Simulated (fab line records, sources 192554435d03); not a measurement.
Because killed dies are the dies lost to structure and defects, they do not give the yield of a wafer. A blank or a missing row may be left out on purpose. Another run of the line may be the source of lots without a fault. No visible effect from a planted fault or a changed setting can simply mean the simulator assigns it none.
Matching of chambers / flow n5-finfet / 4 sister chambers for N5_BEOL_M6_STRIP_67 on rie-diel-04
The step strips in CF4. 20 wafers are shown with their chamber, then 10 later ones without.

WAFERS, EACH WITH ITS CHAMBER
wafer=L074.2; chamber=2; drypump-motor-current-A (A)=5.4; showerhead-plenum-p-Torr (Torr)=1.84; throttle-valve-pct (%)=14.09
wafer=L074.5; chamber=0; drypump-motor-current-A (A)=6.4; showerhead-plenum-p-Torr (Torr)=1.90; throttle-valve-pct (%)=13.44
wafer=L074.6; chamber=3; drypump-motor-current-A (A)=6.5; showerhead-plenum-p-Torr (Torr)=1.85; throttle-valve-pct (%)=13.51
wafer=L078.1; chamber=0; drypump-motor-current-A (A)=6.4; showerhead-plenum-p-Torr (Torr)=1.90; throttle-valve-pct (%)=13.44
wafer=L078.3; chamber=3; drypump-motor-current-A (A)=6.5; showerhead-plenum-p-Torr (Torr)=1.85; throttle-valve-pct (%)=13.53
wafer=L078.5; chamber=3; drypump-motor-current-A (A)=6.5; showerhead-plenum-p-Torr (Torr)=1.85; throttle-valve-pct (%)=13.51
wafer=L079.3; chamber=1; drypump-motor-current-A (A)=5.3; showerhead-plenum-p-Torr (Torr)=1.80; throttle-valve-pct (%)=13.36
wafer=L079.5; chamber=0; drypump-motor-current-A (A)=6.4; showerhead-plenum-p-Torr (Torr)=1.90; throttle-valve-pct (%)=13.47
wafer=L079.6; chamber=1; drypump-motor-current-A (A)=5.3; showerhead-plenum-p-Torr (Torr)=1.80; throttle-valve-pct (%)=13.36
wafer=L085.2; chamber=1; drypump-motor-current-A (A)=5.3; showerhead-plenum-p-Torr (Torr)=1.79; throttle-valve-pct (%)=13.40
wafer=L085.3; chamber=3; drypump-motor-current-A (A)=6.5; showerhead-plenum-p-Torr (Torr)=1.85; throttle-valve-pct (%)=13.56
wafer=L085.6; chamber=1; drypump-motor-current-A (A)=5.3; showerhead-plenum-p-Torr (Torr)=1.79; throttle-valve-pct (%)=13.37
wafer=L086.1; chamber=3; drypump-motor-current-A (A)=6.5; showerhead-plenum-p-Torr (Torr)=1.85; throttle-valve-pct (%)=13.55
wafer=L086.4; chamber=2; drypump-motor-current-A (A)=5.5; showerhead-plenum-p-Torr (Torr)=1.83; throttle-valve-pct (%)=14.18
wafer=L086.6; chamber=1; drypump-motor-current-A (A)=5.3; showerhead-plenum-p-Torr (Torr)=1.79; throttle-valve-pct (%)=13.40
wafer=L090.1; chamber=2; drypump-motor-current-A (A)=5.4; showerhead-plenum-p-Torr (Torr)=1.83; throttle-valve-pct (%)=13.61
wafer=L090.4; chamber=1; drypump-motor-current-A (A)=5.4; showerhead-plenum-p-Torr (Torr)=1.79; throttle-valve-pct (%)=13.43
wafer=L090.5; chamber=3; drypump-motor-current-A (A)=6.5; showerhead-plenum-p-Torr (Torr)=1.84; throttle-valve-pct (%)=13.58
wafer=L092.1; chamber=3; drypump-motor-current-A (A)=6.5; showerhead-plenum-p-Torr (Torr)=1.84; throttle-valve-pct (%)=13.58
wafer=L092.2; chamber=0; drypump-motor-current-A (A)=6.4; showerhead-plenum-p-Torr (Torr)=1.89; throttle-valve-pct (%)=13.54

SIGNATURES, as means of the wafers listed above
reading=drypump-motor-current-A; chamber 0=6.400; chamber 1=5.317; chamber 2=5.433; chamber 3=6.500; scatter within a chamber=0.0306
reading=showerhead-plenum-p-Torr; chamber 0=1.8975; chamber 1=1.7933; chamber 2=1.8333; chamber 3=1.8471; scatter within a chamber=0.00511
reading=throttle-valve-pct; chamber 0=13.4725; chamber 1=13.3867; chamber 2=13.9600; chamber 3=13.5457; scatter within a chamber=0.113
Rule: a wafer lies at a distance from a chamber equal to the root of the sum of squares, over the readings, of (its reading less the chamber's mean, divided by the reading's scatter). If the next closest chamber is less than 2 further off than the closest, the wafer can't be placed; otherwise it belongs to the closest. The scatter is the square root of a quotient: the sum, over the shown wafers, of each reading's squared deviation from its chamber's mean, divided by wafers minus chambers.

WAFERS WHOSE CHAMBER IS MISSING
wafer=L092.5; drypump-motor-current-A (A)=5.4; showerhead-plenum-p-Torr (Torr)=1.83; throttle-valve-pct (%)=13.61
wafer=L093.1; drypump-motor-current-A (A)=6.5; showerhead-plenum-p-Torr (Torr)=1.84; throttle-valve-pct (%)=13.58
wafer=L093.3; drypump-motor-current-A (A)=6.4; showerhead-plenum-p-Torr (Torr)=1.89; throttle-valve-pct (%)=13.52
wafer=L093.5; drypump-motor-current-A (A)=5.3; showerhead-plenum-p-Torr (Torr)=1.79; throttle-valve-pct (%)=13.44
wafer=L095.1; drypump-motor-current-A (A)=5.4; showerhead-plenum-p-Torr (Torr)=1.83; throttle-valve-pct (%)=13.64
wafer=L095.2; drypump-motor-current-A (A)=6.5; showerhead-plenum-p-Torr (Torr)=1.84; throttle-valve-pct (%)=13.61
wafer=L095.4; drypump-motor-current-A (A)=5.3; showerhead-plenum-p-Torr (Torr)=1.78; throttle-valve-pct (%)=13.46
wafer=L097.4; drypump-motor-current-A (A)=5.5; showerhead-plenum-p-Torr (Torr)=1.83; throttle-valve-pct (%)=13.62
wafer=L097.5; drypump-motor-current-A (A)=5.4; showerhead-plenum-p-Torr (Torr)=1.83; throttle-valve-pct (%)=13.63
wafer=L097.6; drypump-motor-current-A (A)=5.3; showerhead-plenum-p-Torr (Torr)=1.78; throttle-valve-pct (%)=13.46

EACH ONE'S CHAMBER
wafer=L092.5; from the rows above=2; in truth=2
wafer=L093.1; from the rows above=3; in truth=3
wafer=L093.3; from the rows above=0; in truth=0
wafer=L093.5; from the rows above=1; in truth=1
wafer=L095.1; from the rows above=2; in truth=2
wafer=L095.2; from the rows above=3; in truth=3
wafer=L095.4; from the rows above=1; in truth=1
wafer=L097.4; from the rows above=2; in truth=2
wafer=L097.5; from the rows above=2; in truth=2
wafer=L097.6; from the rows above=1; in truth=1
Correct placement for 10 of the 10. Number that these rows cannot place: 0. Number placed wrongly: 0.
